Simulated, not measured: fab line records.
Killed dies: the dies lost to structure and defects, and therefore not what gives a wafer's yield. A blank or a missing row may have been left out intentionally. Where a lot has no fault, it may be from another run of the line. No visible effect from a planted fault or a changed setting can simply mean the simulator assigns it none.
Matching of chambers + flow nand_harc + rie_diel-03 running NHARC_A_BONDPAD_DESCUM_11: 4 sister chambers
The step chemistry O2, time 3 s. 22 wafers are shown with their chamber, then 11 later ones without.

== WAFERS WITH THEIR CHAMBER ==
| wafer  | chamber | drypump_motor_current_A (A) | oes_product_au (a.u.) | rf_vpp_V (V) |
|--------|---------|-----------------------------|-----------------------|--------------|
| L775.3 | 2       | 5.65                        | 1.004                 | 57.7         |
| L775.4 | 3       | 5.74                        | 1.012                 | 58.0         |
| L775.5 | 2       | 5.67                        | 1.003                 | 58.5         |
| L777.1 | 0       | 5.61                        | 0.997                 | 59.0         |
| L777.2 | 1       | 5.23                        | 0.987                 | 57.6         |
| L777.6 | 0       | 5.63                        | 0.994                 | 58.8         |
| L774.2 | 1       | 5.22                        | 0.993                 | 56.7         |
| L774.4 | 3       | 5.73                        | 0.994                 | 59.1         |
| L774.6 | 1       | 5.24                        | 0.991                 | 56.4         |
| L776.4 | 1       | 5.23                        | 0.997                 | 58.3         |
| L776.5 | 0       | 5.65                        | 0.994                 | 58.0         |
| L776.6 | 3       | 5.74                        | 1.002                 | 57.8         |
| L779.1 | 2       | 5.64                        | 1.000                 | 57.9         |
| L779.2 | 3       | 5.72                        | 1.003                 | 58.0         |
| L779.6 | 1       | 5.24                        | 0.991                 | 57.2         |
| L792.2 | 2       | 5.62                        | 1.010                 | 58.6         |
| L792.4 | 3       | 5.74                        | 1.004                 | 58.7         |
| L792.6 | 3       | 5.78                        | 0.997                 | 58.4         |
| L787.3 | 3       | 5.75                        | 1.006                 | 57.4         |
| L787.4 | 2       | 5.64                        | 1.001                 | 58.2         |
| L787.6 | 3       | 5.70                        | 1.001                 | 57.3         |
| L789.1 | 3       | 5.75                        | 0.999                 | 59.1         |

SIGNATURES, as means of the wafers listed above
| reading                 | chamber 0 | chamber 1 | chamber 2 | chamber 3 | scatter within a chamber |
|-------------------------|-----------|-----------|-----------|-----------|--------------------------|
| drypump_motor_current_A | 5.6300    | 5.2320    | 5.6440    | 5.7389    | 0.0187                   |
| oes_product_au          | 0.99500   | 0.99180   | 1.00360   | 1.00200   | 0.00435                  |
| rf_vpp_V                | 58.600    | 57.240    | 58.180    | 58.200    | 0.624                    |
Rule: for each reading, subtract the chamber's mean from the wafer's reading, divide by that reading's scatter and square the result; add these up over the readings and take the root, which gives the wafer's distance from the chamber. The wafer belongs to the nearest chamber; if the next one is less than 2 further off, it can't be placed. The scatter is the square root of a quotient: the sum, over the shown wafers, of each reading's squared deviation from its chamber's mean, divided by wafers minus chambers.

== WAFERS WITHOUT THEIR CHAMBER ==
| wafer  | drypump_motor_current_A (A) | oes_product_au (a.u.) | rf_vpp_V (V) |
|--------|-----------------------------|-----------------------|--------------|
| L789.2 | 5.25                        | 1.000                 | 57.7         |
| L789.3 | 5.63                        | 1.009                 | 58.9         |
| L795.1 | 5.22                        | 0.996                 | 59.4         |
| L795.3 | 5.76                        | 1.001                 | 57.6         |
| L795.5 | 5.21                        | 0.998                 | 56.5         |
| L794.2 | 5.64                        | 0.999                 | 58.5         |
| L794.4 | 5.70                        | 1.008                 | 59.0         |
| L794.6 | 5.64                        | 1.004                 | 57.7         |
| L796.1 | 5.67                        | 1.013                 | 58.6         |
| L796.2 | 5.23                        | 0.991                 | 58.3         |
| L796.3 | 5.60                        | 0.993                 | 57.1         |

== WHICH CHAMBER EACH ONE RAN IN ==
| wafer  | from the rows above     | in truth |
|--------|-------------------------|----------|
| L789.2 | 1                       | 1        |
| L789.3 | can't be placed: 2 or 0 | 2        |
| L795.1 | 1                       | 1        |
| L795.3 | 3                       | 3        |
| L795.5 | 1                       | 1        |
| L794.2 | can't be placed: 0 or 2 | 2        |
| L794.4 | can't be placed: 3 or 2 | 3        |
| L794.6 | can't be placed: 2 or 0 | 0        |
| L796.1 | can't be placed: 2 or 3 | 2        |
| L796.2 | 1                       | 1        |
| L796.3 | can't be placed: 0 or 2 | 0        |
Correctly placed: 5 of 11. Cannot be placed on the basis of these rows: 6; the candidates contain the true chamber in 6. 0 placed wrongly.
